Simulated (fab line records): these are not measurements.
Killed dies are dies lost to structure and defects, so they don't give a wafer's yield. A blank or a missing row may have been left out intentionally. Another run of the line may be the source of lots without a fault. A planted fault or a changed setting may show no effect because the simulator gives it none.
3 desks, one fault ; flow n5_finfet ; numbers are kept per desk, each desk with only its own; the story behind them comes last

== AT THE METROLOGY DESK ==
What the gauges read for every lot (on any tool): the sampled wafers with a number, averaged. Marked OUT: a lot whose mean sits more than 4 standard deviations from the usual mean, which makes it out of limits; the brackets give that distance.
Columns: A = cd_nm at N5_MIM_TOP_LITHO_CD_MEAS_08, usual 2000.8 nm; B = MIM_TOP_OVL at N5_MIM_TOP_LITHO_OVL_MEAS_11, usual 3 nm
lot;first seen here;A;B
L713;day 12 21:59;2003.1;2
L718;day 14 00:49;1999.7;4
L721;day 14 22:01;2002.4;3
L719;day 14 22:11;2000.1;0
L723;day 15 06:44;1999.2;-4
L724;day 16 04:05;2001.0;10
This desk's finding: nothing out of limits on any of the 6 lots.

== THE DEFECT DESK ==
What the inspections along the route counted, lot by lot: means of the sampled wafers that have a number. Marked OUT: a lot whose mean sits more than 4 standard deviations from the usual mean, which makes it out of limits; the brackets give that distance.
Columns: A = raw_defect_count at N5_MIM_TOP_LITHO_INSPECT_12, usual 2.0
lot;first seen here;A
L713;day 12 22:02;0.7
L718;day 14 00:52;2.0
L721;day 14 22:04;0.7
L719;day 14 22:14;2.3
L723;day 15 06:47;2.3
L724;day 16 04:08;1.7
This desk's finding: nothing out of limits on any of the 6 lots.

== THE TOOL OWNER'S DESK: rie_metal-02 ==
The tool's own readings at N5_MIM_TOP_ETCH_ETCH_00 (etches TiN in Cl2/BCl3, target depth 38.5 nm): means of the sampled wafers that have a number, for each lot that ran on this tool. Marked OUT: a lot whose mean sits more than 4 standard deviations from the usual mean, which makes it out of limits; the brackets give that distance.
Columns: A = drypump_motor_current_A at N5_MIM_TOP_ETCH_ETCH_00, usual 5.4 A; B = mfc_cl2_sccm at N5_MIM_TOP_ETCH_ETCH_00, usual 53.26 sccm; C = oes_product_au at N5_MIM_TOP_ETCH_ETCH_00, usual 0.80 a.u.; D = throttle_valve_pct at N5_MIM_TOP_ETCH_ETCH_00, usual 22.81 %
lot;first seen here;A;B;C;D
L718;day 14 01:05;5.0;53.16;0.76;22.89
L721;day 14 22:11;5.3;42.19 (-69) OUT;0.84;21.40 (-6.7) OUT
L719;day 14 22:23;5.3;42.06 (-70) OUT;0.84;21.40 (-6.7) OUT
This desk finds L719, L721 out of limits, L721 being first, at day 14 22:11 (mfc_cl2_sccm at N5_MIM_TOP_ETCH_ETCH_00). In limits: L718.

== PUT TOGETHER ==
The tool owner's desk had the chance to raise an alarm at day 14 22:11 on L719, L721.
Nothing out of limits was seen by the metrology desk.
No out-of-limits result turned up at the defect desk.
The metrology desk has L719, L721 on record, within its limits.
The defect desk has L719, L721 on record, within its limits.
Of the lots named, all ran N5_MIM_TOP_ETCH_ETCH_00 on rie_metal-02.

== WHAT THE SIMULATOR PUT IN ==
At N5_MIM_TOP_ETCH_ETCH_00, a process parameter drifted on rie_metal-02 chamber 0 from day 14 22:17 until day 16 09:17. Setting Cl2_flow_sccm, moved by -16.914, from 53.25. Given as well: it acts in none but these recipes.
Shown lots that were struck: L719, L721.
